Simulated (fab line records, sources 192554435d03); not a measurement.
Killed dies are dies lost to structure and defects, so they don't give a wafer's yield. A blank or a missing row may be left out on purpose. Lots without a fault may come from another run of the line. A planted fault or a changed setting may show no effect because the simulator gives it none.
Split-lot experiment | flow n5_finfet | 7 lots, 21 wafers read, on a route of 1938 steps

THE SPLIT
At N5_BEOL_M10_ETCH_41 (etches SiCN in CH3F/O2, target depth 42.6 nm, time 86 s), the setting source_w was moved away from the recipe's 395 W on 11 of the 21 wafers read, by -17.9% to +17.4%. The other wafers ran this setting at the recipe's value.

The reading is taken at the split's own step.

THE READING
rf_vpp_V, in V, at N5_BEOL_M10_ETCH_41 (etches SiCN in CH3F/O2, target depth 42.6 nm, time 86 s). Fault-free wafers of this fab line usually give 298.1 V, standard deviation 1.4 V.

wafer  | tool, chamber at the split | source_w as run, W | against the recipe | rf_vpp_V, V | against lot-mates on the recipe
L079.2 | rie_diel-03, 3             | 329.9              | -16.5%             | 312.8       | +15.8
L079.5 | rie_diel-03, 2             | 395                | recipe             | 298.0       | -
L079.6 | rie_diel-03, 3             | 395                | recipe             | 296.0       | -
L078.1 | rie_diel-03, 3             | 324.2              | -17.9%             | 316.1       | +20.8
L078.3 | rie_diel-03, 1             | 324.2              | -17.9%             | 319.2       | +23.9
L078.5 | rie_diel-03, 3             | 395                | recipe             | 295.3       | -
L083.1 | rie_diel-01, 1             | 395                | recipe             | 298.7       | -
L083.2 | rie_diel-01, 2             | 460                | +16.5%             | 284.8       | -14.1
L083.4 | rie_diel-01, 3             | 395                | recipe             | 299.0       | -
L081.3 | rie_diel-06, 0             | 361.6              | -8.5%              | 307.6       | +9.4
L081.4 | rie_diel-06, 3             | 361.6              | -8.5%              | 308.2       | +10.0
L081.6 | rie_diel-06, 1             | 395                | recipe             | 298.2       | -
L086.2 | rie_diel-03, 1             | 446                | +12.9%             | 285.6       | -8.5
L086.4 | rie_diel-03, 3             | 395                | recipe             | 294.1       | -
L086.6 | rie_diel-03, 2             | 446                | +12.9%             | 286.5       | -7.6
L089.2 | rie_diel-06, 3             | 395                | recipe             | 299.4       | -
L089.4 | rie_diel-06, 2             | 395                | recipe             | 296.8       | -
L089.5 | rie_diel-06, 0             | 395                | recipe             | 297.4       | -
L091.1 | rie_diel-03, 0             | 463.8              | +17.4%             | 282.5       | no lot-mate on the recipe
L091.2 | rie_diel-03, 2             | 463.8              | +17.4%             | 282.3       | no lot-mate on the recipe
L091.4 | rie_diel-03, 3             | 463.8              | +17.4%             | 280.6       | no lot-mate on the recipe

THE FIT
A straight line over all 21 wafers: rf_vpp_V changes by -0.97 V for each +1% of source_w; r = -0.99; the points scatter about the line by 1.8 V.
The same after taking each lot's own level away (the mean of its wafers on the recipe; 18 wafers): -0.981 V for each +1%; r = -0.98; scatter 2.2 V.
On that fit, the largest move of source_w shifts the reading by 18 V.
The lots' own levels span 294.10 to 298.85 V, that is 3.4 times the standard deviation above.
So the lot-to-lot level changes the slope little: the two slopes agree.
Check: with one of the wafers moved furthest among these (-17.9%) left out of the fit, the line predicts +18.3 V for it against its lot-mates. It came out at +20.8 V against them.
Tool readings at the split's step, against how far the setting was moved: rf_vpp_V r = -0.99.

OTHER SPLITS ON THESE WAFERS
These wafers also went through other splits before the reading. Each is held against what the fit with the lots' levels taken away leaves over:
other split on the same wafers   | wafers away from the commonest value | r with rf_vpp_V (lot level and that fit taken away)
N5_BEOL_M8_TRENCH_ETCH_37 time_s | 6                                    | -0.49
N5_BEOL_M9_COAT_60 spin_rpm      | 5                                    | -0.06
N5_BEOL_M9_ETCH_62 time_s        | 9                                    | +0.59
N5_BEOL_M10_COAT_64 spin_rpm     | 5                                    | -0.12
N5_BEOL_M10_COAT_22 spin_rpm     | 8                                    | +0.22

THE WHOLE CHAIN: every reading that the file lists as answering this split, in the file's order
step                | what it does                                            | reading                                                        | change (the file's fit)              | r (the file's)
N5_BEOL_M10_ETCH_41 | etches SiCN in CH3F/O2, target depth 42.6 nm, time 86 s | rf_vpp_V                                                       | -0.98 V for each +1% of the setting  | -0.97
N5_BEOL_M10_ETCH_41 | etches SiCN in CH3F/O2, target depth 42.6 nm, time 86 s | etch.depth_nm (the simulator's own value, which no gauge read) | +0.13 nm for each +1% of the setting | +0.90

THE FILE'S OWN FIT
rf_vpp_V changes by -0.98 V for each +1% of source_w, r = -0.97.
